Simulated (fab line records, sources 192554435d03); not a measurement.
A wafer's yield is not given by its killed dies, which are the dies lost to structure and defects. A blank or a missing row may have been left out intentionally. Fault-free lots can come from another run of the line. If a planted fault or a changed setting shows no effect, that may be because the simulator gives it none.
fab line records    flow n5Finfet
record lots=3  wafers=9  lastDay=16
route steps=1938 shown BEOL_M0@739 BEOL_M1@751 BEOL_M4@1111 PASSIVATION@1936
lots untouched by any fault: they come from a run of this same line in which no faults occurred
startH: hours from the record's first day to the start of the lot's first wafer shown    waitH: hours from the lot's prior step to this one    " same as the row above    L1.1+2: one row covering several wafers at once    - no value, or no start was given    * or withheld: withheld    < > ~ a bound
route shown NAME@n: a module of which the file shows steps, and the number in the route of the first    usual: the fault-free wafers' mean and standard deviation    same: alike in all rows    chamber/n: place in a boat    sites: readings site by site    _std_site: the values' standard deviation    _edge_site: inner sites' mean taken away from outer sites' mean    radiusMm: how far each site lies from the wafer's centre    mask NAME#n: copy n    behind: the most recent tool/chamber to have shaped the wafer    hold: why the lot was held/for how many hours/how that ended    device: names the non-switching transistor (n, p or np)    end of line: at the end of the route, the tests of the same wafers    step lacking rows: just its recipe    killed: count of dies lost to structure and defects at first sort (not the wafer's yield)    map: the dies of a wafer, with x for killed, . for not killed, _ for no die there
set.NAME: the setting as run; set.NAME@STEP: as run at that earlier step    model.NAME: the simulator's own value behind a step, which no gauge read
lots at some steps of the route; a table a step, a row a wafer
services: a tool's chamber out of use, with start hour (startH, from the record's first day; less than 0 if before it), hours out, and reason
## steps
# step N5_BEOL_M0_ANNEAL_135
# recipe tempC=400  timeS=60  ambient=vacuum
# step N5_BEOL_M0_SPUTTER_141
# recipe material=Cu  targetThkA=40  tempC=-20  chamberPressurePa=0.07  powerW=withheld  timeS=7.37
# step N5_BEOL_M0_ECD_118
# recipe material=Cu  targetThkA=3000
# step N5_BEOL_M0_ANNEAL_119
# recipe tempC=225  timeS=90  ambient=N2
# step N5_BEOL_M0_CMP_120
# recipe stopOn=SiOC  tOverpolishS=6.9  downForcePsi=1  platenRpm=50  clearingPlatenDownForcePsi=1.5  clearingPlatenRpm=50  postCmpClean=cuAlkaline  clearingPlatenPadVelocityMS=0.99484  padVelocityMS=0.99484
# step N5_BEOL_M0_PRE_CLEAN_131
# recipe gas=NH3/H2  timeS=15  tempC=*  rfPowerW=300
# step N5_BEOL_M0_CO_CAP_123
# recipe material=Co  targetThkA=20  tempC=200  precursor=CCTBA/H2  pressureTorr=30  timeS=102.1
# step N5_BEOL_M0_PRE_CLEAN_124
# recipe gas=NH3  timeS=15  tempC=withheld  rfPowerW=300
# step N5_BEOL_M0_DEP_125
# recipe material=SiCN  targetThkA=80  tempC=withheld  precursor=3MS/NH3  pressureTorr=3  rfW=202  timeS=14
# step N5_BEOL_M1_ILD_DEP_00
# recipe material=SiOC  targetThkA=790  tempC=350  precursor=DEMS/O2  pressureTorr=5  rfW=500  timeS=15.3
# usual heaterPowerW=479/44  showerheadPlenumPTorr=5.686/0.017  throttleValvePct=11.9/0.97
lot.wafer  tool      chamber  startH  waitH  heaterPowerW  showerheadPlenumPTorr  throttleValvePct  model.SiOC_of_BEOL_M1_ILD_DEP_00.thkNm
L822.1     pecvd-03  0        144.79  0.0    475           5.654                  10.8              79.8
L822.3     "         1        "       "      483           5.674                  13.1              78.2
L822.4     "         2        "       "      408           5.688                  14.4              79.8
L835.2     pecvd-03  1        221.80  0.0    513           5.685                  13.1              56.4
L835.3     "         1        "       "      514           5.681                  13.3              77.2
L835.4     "         0        "       "      449           5.664                  10.8              80.2
L840.1     pecvd-02  2        261.34  0.0    460           5.689                  11.3              76.8
L840.4     "         1        "       "      425           5.708                  11.9              76.8
L840.5     "         2        "       "      485           5.691                  11.0              76.8
# step N5_BEOL_M1_THK_MEAS_01
# recipe reads=SiOC_of_BEOL_M1_ILD_DEP_00
# usual M1_ILD_THK=78.9/1.3
lot.wafer  tool          chamber  startH  waitH  M1_ILD_THK[nm]
L822.1     filmMetro-02  -        144.86  0.0    79.8
L822.3     "             -        "       "      78.1
L822.4     "             -        "       "      79.7
L835.2     filmMetro-01  -        221.89  0.1    56.5
L835.3     "             -        "       "      77.3
L835.4     "             -        "       "      80.2
L840.1     filmMetro-02  -        261.42  0.1    76.8
L840.4     "             -        "       "      76.9
L840.5     "             -        "       "      76.9
# step N5_BEOL_M1_PECVD_72
# recipe material=SiO2  targetThkA=160  tempC=400  precursor=TEOS/O2  pressureTorr=5.5  rfW=450  teosFlowSccm=53.8  gas=O2  flowSccm=3000  timeS=18
# step N5_BEOL_M1_HM_DEP_02
# recipe material=TiN  targetThkA=200  tempC=25  chamberPressurePa=0.49996
# step N5_BEOL_M1_COAT_61
# recipe resist=SOC  tempC=250  timeS=60  spinRpm=1500  resistThkNm=60
# step N5_BEOL_M1_COAT_62
# recipe resist=SiARC  tempC=220  timeS=60  spinRpm=1500  resistThkNm=12
# step N5_BEOL_M1_COAT_73
# recipe resist=underlayer  tempC=205  timeS=60  spinRpm=1500  resistThkNm=5
# step N5_BEOL_M1_COAT_05
# recipe resist=CAR-EUV  spinRpm=1500  resistThkNm=30
# step N5_BEOL_M1_EBR_07
# recipe solvent=PGMEA  ebrWidthMm=1.5
# step N5_BEOL_M1_SOFTBAKE_06
# recipe tempC=110  timeS=60  resist=CAR-EUV
# step N5_BEOL_M1_EXPOSE_08
# recipe maskId=M1  na=0.33  sourceShape=dipole  sigmaInner=0.369  sigmaOuter=0.767  polarization=unpolarized  doseMj=33
# step N5_BEOL_M1_PEB_09
# recipe pebTempC=100  pebTimeS=60  resist=CAR-EUV
# step N5_BEOL_M1_DEVELOP_10
# recipe developTimeS=30  developer=TMAH  resist=CAR-EUV  rinseLiquid=surfactantRinse  dry=airSpin  devTempC=23
# step N5_BEOL_M1_DESCUM_16
# recipe chemistry=O2  timeS=7  sourcePowerW=50  biasPowerW=20  pressureMtorr=20  rfFrequencyHz=2.712e+07  tempC=40  resist=CAR-EUV  o2FlowSccm=225
# step N5_BEOL_M1_ETCH_74
# recipe chemistry=N2/H2  target=underlayer  targetDepthA=65  maskMaterial=CAR-EUV  timeS=5.2  ionEnergyEv=200  pressureMtorr=30  sourceW=840  biasW=150  n2FlowSccm=200  h2FlowSccm=200  ends=cleared
# step N5_BEOL_M1_ETCH_63
# recipe chemistry=CF4  target=SiARC  targetDepthA=156  maskMaterial=CAR-EUV  timeS=26  ionEnergyEv=80  pressureMtorr=40  sourceW=545  biasW=36  Ar_flow_sccm=100  cf4FlowSccm=100  ends=cleared
# step N5_BEOL_M1_ETCH_64
# recipe chemistry=N2/H2  target=SOC  targetDepthA=750  overetchA=150  maskMaterial=SiARC  tempC=40  timeS=112.5  ionEnergyEv=200  pressureMtorr=30  sourceW=840  biasW=150  n2FlowSccm=200  h2FlowSccm=200
# step N5_BEOL_M1_STRIP_65
# recipe chemistry=N2/H2  tempC=40  n2FlowSccm=200  h2FlowSccm=200  rfFrequencyHz=6e+07
# step N5_BEOL_M1_STRIP_75
# recipe chemistry=N2/H2  tempC=40  n2FlowSccm=200  h2FlowSccm=200  rfFrequencyHz=6e+07
# step N5_BEOL_M1_STRIP_66
# recipe chemistry=CF4  resist=SiARC  powerW=300  biasPowerW=75  pressureMtorr=50  cf4FlowSccm=150  rfFrequencyHz=6e+07
# step N5_BEOL_M1_HM_OPEN_17
# recipe chemistry=Cl2/BCl3  targetDepthA=200  overetchA=60  target=TiN  maskMaterial=SOC  ionEnergyEv=150  pressureMtorr=10  icpW=1000  biasW=126  Cl2_flow_sccm=53.25  bcl3FlowSccm=21.75  Ar_flow_sccm=25
# step N5_BEOL_M1_STRIP_19
# recipe chemistry=O2  powerW=400  tempC=40  pressureMtorr=30  rfFrequencyHz=6e+07  biasPowerW=0  overashFraction=0.2  o2FlowSccm=225
# step N5_BEOL_M1_COAT_67
# recipe resist=SOC  tempC=250  timeS=60  spinRpm=1500  resistThkNm=60
# step N5_BEOL_M1_COAT_68
# recipe resist=SiARC  tempC=220  timeS=60  spinRpm=1500  resistThkNm=12
# step N5_BEOL_M1_COAT_76
# recipe resist=underlayer  tempC=205  timeS=60  spinRpm=1500  resistThkNm=5
# step N5_BEOL_M1_COAT_22
# recipe resist=CAR-EUV  spinRpm=1500  resistThkNm=30
# step N5_BEOL_M1_CMP_52
# recipe stopOn=SiOC  tOverpolishS=6.8  downForcePsi=1  platenRpm=50  clearingPlatenDownForcePsi=1.5  clearingPlatenRpm=50  postCmpClean=cuAlkaline  targetThkNm=40  clearingPlatenPadVelocityMS=0.99484  padVelocityMS=0.99484
# usual motorCurrentA=6.3/0.61
lot.wafer  tool    chamber  startH  waitH  motorCurrentA  model.SiOC_of_BEOL_M1_ILD_DEP_00.thkNm  model.Cu_of_BEOL_M1_ECD_50.thkNm
L822.1     cmp-03  1        152.13  0.5    5.8            78.8                                    39.8
L822.4     "       2        "       "      7.1            78.8                                    42
L822.3     "       3        "       "      5.2            77.2                                    38.2
L835.3     cmp-04  3        229.89  0.2    6.6            76.2                                    37.6
L835.2     "       0        "       "      6.3            55.4                                    16.6
L835.4     "       1        "       "      7.0            79.2                                    39.6
L840.4     cmp-04  0        272.45  0.1    6.4            75.8                                    38.2
L840.1     "       2        "       "      6.0            75.8                                    38.2
L840.5     "       0        "       "      6.6            75.8                                    37
# step N5_BEOL_M4_RC_MEAS_101
# usual DIBL_N=36.0/2.5  DIBL_P=36.3/2.8  IOFF_N=0.16/0.042  IOFF_P=0.21/0.045  ION_N=673/15  ION_P=463/8.1  SS_N=71.4/0.73  SS_P=73.3/0.92  VT_N=251/4.1  VT_P=-250/3.4
lot.wafer  tool       chamber  startH  waitH  DIBL_N[mV/V]  DIBL_P[mV/V]  IOFF_N[nA/um]  IOFF_P[nA/um]  ION_N[uA/um]  ION_P[uA/um]  SS_N[mV/dec]  SS_P[mV/dec]  VT_N[mV]  VT_P[mV]
L822.1     prober-02  0        178.49  0.0    38.9          37.6          0.19           0.28           696           481           71.0          74.5          244       -245
L822.3     "          0        "       "      39.1          36.8          0.19           0.26           679           464           72.6          73.8          248       -244
L822.4     "          0        "       "      42.0          39.6          0.25           0.32           679           466           73.2          75.2          249       -244
L835.2     prober-01  0        269.73  0.2    34.8          34.0          0.11           0.17           655           453           71.0          73.1          257       -254
L835.3     "          0        "       "      36.2          35.1          0.13           0.20           676           468           71.2          73.8          254       -252
L835.4     "          0        "       "      36.4          36.6          0.13           0.22           668           470           71.2          74.0          255       -249
L840.1     prober-01  0        299.59  0.0    35.6          36.0          0.15           0.21           683           469           70.7          72.5          250       -247
L840.4     "          0        "       "      36.3          37.6          0.15           0.23           663           458           71.0          72.7          251       -248
L840.5     "          0        "       "      34.6          35.3          0.13           0.20           664           457           70.6          72.3          251       -249
# step N5_PASSIVATION_PROBE_49
# usual defectLimitedYield=91.0/1.4  killed_at_M0_to_M3=36/11  killed_at_M4_up=13/5.4  killedAtContacts=12/6.4  killedAtFrontEnd=41/13  killedAtOther=2.9/2.3  killedDies=106/17  killedOnRim=14/3.9  killedOpen=70/12  killedShort=34/8.4  sort_bin_5_function=5.2/1  sort_bin_6_memory=3.4/0.63  sort_bin_8_speed=0.1/0.49  sortNPass=1074/18
# same grossDies=1180  killedAtBackSide=0  sort_bin_4_leakage[%]=0
lot.wafer  tool       chamber  startH  waitH  defectLimitedYield[%]  killed_at_M0_to_M3  killed_at_M4_up  killedAtContacts  killedAtFrontEnd  killedAtOther  killedDies  killedOnRim  killedOpen  killedShort  sort_bin_5_function[%]  sort_bin_6_memory[%]  sort_bin_8_speed[%]  sortNPass
L822.1     prober-02  -        286.73  0.0    88.9                   62                  9                10                44                6              131         17           84          40           6.9                     3.8                   0                    1049
L822.3     prober-02  -        286.83  0.1    90.8                   40                  15               9                 41                4              109         11           66          39           5.9                     3.1                   0                    1071
L822.4     prober-02  -        286.88  0.2    89.0                   64                  13               9                 44                0              130         16           91          37           6.5                     4.2                   0                    1050
L835.2     prober-02  -        362.45  0.1    60.8                   398                 5                13                43                3              462         70           57          47           5.0                     3.1                   24.7                 718
L835.3     prober-02  -        362.50  0.1    89.5                   60                  8                19                35                2              124         20           77          44           6.7                     3.4                   0                    1056
L835.4     prober-02  -        362.55  0.2    90.7                   45                  9                26                25                5              110         12           71          37           6.0                     3.1                   0                    1070
L840.1     prober-01  -        395.52  0.0    90.1                   34                  19               27                34                3              117         13           81          33           6.0                     3.4                   0                    1063
L840.4     prober-01  -        395.67  0.2    91.3                   22                  18               11                47                5              103         17           68          35           5.4                     2.9                   0                    1077
L840.5     prober-01  -        395.72  0.2    91.1                   25                  22               17                33                8              105         13           66          36           5.0                     3.5                   0                    1075
# killed by level:class
L822.1 BEOL_M0_SAQP:geometricParticle:open=14 BEOL_M0_SAQP:geometricParticle:short=13 BEOL_M2:geometricParticle:open=11 BEOL_M1:geometricParticle:open=8 MOL_CONTACT_COAG:geometricParticle:open=8 FIN_SAQP:geometricParticle:open=7 BEOL_M0:geometricParticle:open=7 FIN_SAQP:geometricParticle:short=6
L822.3 STI_FIN_REVEAL:geometricParticle:open=10 GATE_CUT:geometricParticle:short=9 BEOL_M0_SAQP:geometricParticle:short=8 MOL_CONTACT_COAG:geometricParticle:open=8 BEOL_M2:geometricParticle:open=8 BEOL_M3:geometricParticle:open=7 BEOL_M0_SAQP:geometricParticle:open=6 FIN_SAQP:geometricParticle:short=5
L822.4 BEOL_M0_SAQP:geometricParticle:open=17 BEOL_M2:geometricParticle:open=11 STI_FIN_REVEAL:geometricParticle:open=9 BEOL_M0_SAQP:geometricParticle:short=9 FIN_SAQP:geometricParticle:open=8 MOL_CONTACT_COAG:geometricParticle:open=8 BEOL_M3:geometricParticle:open=8 GATE_CUT:geometricParticle:open=5
L835.2 BEOL_M1:areaEcd=291 BEOL_M1:areaDep=65 BEOL_M0_SAQP:geometricParticle:short=11 BEOL_M0_SAQP:geometricParticle:open=9 STI_FIN_REVEAL:geometricParticle:open=8 GATE_CUT:geometricParticle:short=8 MOL_CONTACT_COAG:geometricParticle:open=8 FIN_SAQP:geometricParticle:open=7
L835.3 BEOL_M0_SAQP:geometricParticle:short=17 MOL_CONTACT_COAG:geometricParticle:open=16 BEOL_M0_SAQP:geometricParticle:open=13 BEOL_M2:geometricParticle:open=10 FIN_SAQP:geometricParticle:open=7 FIN_SAQP:geometricParticle:short=7 BEOL_M1:geometricParticle:open=6 BEOL_M3:geometricParticle:open=6
L835.4 MOL_CONTACT_COAG:geometricParticle:open=21 BEOL_M0_SAQP:geometricParticle:short=15 BEOL_M0_SAQP:geometricParticle:open=10 FIN_SAQP:geometricParticle:open=7 BEOL_M2:geometricParticle:open=7 MOL_CONTACT_COAG:geometricParticle:short=5 BEOL_M3:geometricParticle:open=5 BEOL_M4:geometricParticle:open=5
L840.1 MOL_CONTACT_COAG:geometricParticle:open=20 STI_FIN_REVEAL:geometricParticle:open=11 BEOL_M4:geometricParticle:open=9 BEOL_M1:geometricParticle:open=7 FIN_SAQP:geometricParticle:open=6 FIN_SAQP:geometricParticle:short=6 MOL_CONTACT_COAG:geometricParticle:short=5 BEOL_M2:geometricParticle:open=5
L840.4 FIN_SAQP:geometricParticle:open=9 STI_FIN_REVEAL:geometricParticle:open=8 FIN_SAQP:geometricParticle:short=7 MOL_CONTACT_COAG:geometricParticle:open=7 DUMMY_GATE:geometricParticle:open=6 BEOL_M3:geometricParticle:open=6 STARTING-WAFER:geometricParticle:open=6 BEOL_M0_SAQP:geometricParticle:short=5
L840.5 MOL_CONTACT_COAG:geometricParticle:open=14 BEOL_M4:geometricParticle:open=13 GATE_CUT:geometricParticle:short=8 FIN_SAQP:geometricParticle:open=7 BEOL_M0_SAQP:geometricParticle:short=6 FIN_CUT:geometricParticle:open=4 BEOL_M1:geometricParticle:open=4 BEOL_M2:geometricParticle:open=4
# map L835.2 (x killed, . not)
_________________x..x..x..x.x________________
______________x.x.xxxx.x.....x.._____________
___________...x..........xxx..xxx..__________
__________..xx.x.....x.x.......x..x._________
________x.xx....x.....x....x..x.x..x.._______
_______.xx......x...x.xx...xx.xxxxx....______
______........x...x..x.x.x.xx.x..xxxxxx._____
_____.xxx....xxx....x...x......x.x.xx....____
____...x...x....x...xxxx..x.x.xxx...x..x.x___
___...x.x.x...x..x.xx........xx....xxxxxx.x__
___..x.xx.....x.xx..x...........x...xx...xx__
__..........x..x.xxx.xx....x.....xxx.x..xx.x_
__..x......xx..x.x....x.......xx...x..x..xxx_
_.x..xx.....xxx.xxxx......xx.xx.x..x.xx.x.x.x
_x...xxxx.x.x..x......xxx.xx.....x........x.x
_..x....xx.x.x.x.x.x..x.xx....xx.x.x..x.x....
_x..xxx......x...x................xx.xx.....x
_x.x....xxx....x...x..x..x....xx....x....x.x.
_x...x.xxxx....x.....x.x..xx.....x...x.xx..xx
_.x....x......x...x..xx...xxx.x.xx.x..x.x.xxx
_xx..xx.xx.xx.x....xx....xx.x......x..xx..x.x
__x....x....x..x.x...x.x.x...x...x....x.xx.x_
__x.x.x...xx...x.....x.xx...x.....xxxxxx.x.._
___xxxx.x...x...x...x..........x..x.....xx.__
___.x......xxx.x.....xx........xx.x..x.x.xx__
____..x..x...xxx.xxxx..x...x..xxxxx.x..xxx___
_____..x...x..x...xxx.x.x.x.x.x..x.xx..xx____
______xx.x.x.x..x.xx.x..xx.x....xxx.x.x._____
_______x..x..xxxx...xxx...x.xxxx...xxx.______
________.xxx..x......x..xx.x..xxxxxxxx_______
__________.xx..x.....xx.x..x.x.xxx.._________
___________x.x.xx.x.x.x.xxxxxx....x__________
______________..xx.xxxx.xx......_____________
_________________xx.xxxx....x________________
# map L822.1 (x killed, . not)
_________________......x.....________________
______________..........x...x.x._____________
___________........................__________
__________...x................x....._________
________.........x......x............._______
_______......xx....x.x.....xx......x...______
______..........................xx......_____
_____x........x......................x...____
____............x..x......................___
___x.........x.........................x...__
___.......................x.........x.....x__
__.x..x...............x...xx..x.x...x...xx.x_
__......x.................x..x.x............_
_.....x...............x......xx...x..x...x..x
_.x......xx.....x...xxx.............x........
_........x.......x.........x...............x.
_.......x......x....x.........x.x............
_............................x..........xx...
_.......x..x.x.............x.................
_............................................
_......x.....x................x.....x..x.....
__.......x......x..x........x...x...x......._
__......x......x.......x.....xx........x...._
___xxx...x...x.....xx...........x..........__
___......x..x.....................x........__
____......x..............x......x...x.....___
_____....x..x........x....x..x...........____
______.x...................x.......x..xx_____
_______........x...x...................______
________.....x....x............x....x._______
__________.........x......x....x...._________
___________.x................x.....__________
______________..........x....x.._____________
_________________....x.......________________
## services
tool      chamber  startH  hours  kind
cmp-04    -        150.99  3.7    pm
pecvd-02  0        154.47  4.6    repair
pecvd-03  2        158.88  5.5    scheduledDown
cmp-03    -        185.35  0.9    repair
pecvd-02  0        195.57  5.0    scheduledDown
cmp-03    -        198.21  4.0    pm
pecvd-02  -        199.25  2.6    repair
cmp-03    -        202.21  -      consumableReplace:conditioner
cmp-03    -        202.21  -      consumableReplace:pad
pecvd-03  2        202.38  -      clean
pecvd-03  2        202.38  -      consumableReplace:showerhead
pecvd-03  2        202.38  29.0   scheduledDown
pecvd-03  2        202.38  29.0   ventCycle
pecvd-02  1        222.78  5.5    scheduledDown
cmp-03    -        242.22  1.0    repair
pecvd-02  -        251.82  2.8    pm
pecvd-02  0        255.27  3.5    repair
pecvd-03  0        257.05  18.5   repair
## key
firstSign step=N5_BEOL_M1_THK_MEAS_01  reading=M1_ILD_THK  direction=down  sigmas=18  usual=78.9  struck=56.5
effect step=N5_PASSIVATION_PROBE_49  reading=sort_bin_8_speed  direction=up  sigmas=51  usual=0.1  struck=24.7
modelEffect step=N5_BEOL_M1_ILD_DEP_00  value=SiOC_of_BEOL_M1_ILD_DEP_00.thkNm  without=77.4  struck=56.4
modelEffect step=N5_BEOL_M1_CMP_52  value=SiOC_of_BEOL_M1_ILD_DEP_00.thkNm  without=76.4  struck=55.4
moreKillsBornAt N5_BEOL_M1_ECD_50@ecdCu-01=291  N5_BEOL_M1_ILD_DEP_00@pecvd-03=65
metAt N5_BEOL_M1_ILD_DEP_00
struckWafers L835.2
onsetBetween 144.79 221.80
fault kind=processParameterDrift  tool=pecvd-03  chamber=-  onsetH=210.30  steps=N5_BEOL_M1_ILD_DEP_00  channel=timeS  offset=*  shape=step  endH=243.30  scope=struckWafersOnly  actsIn=*  stated=*
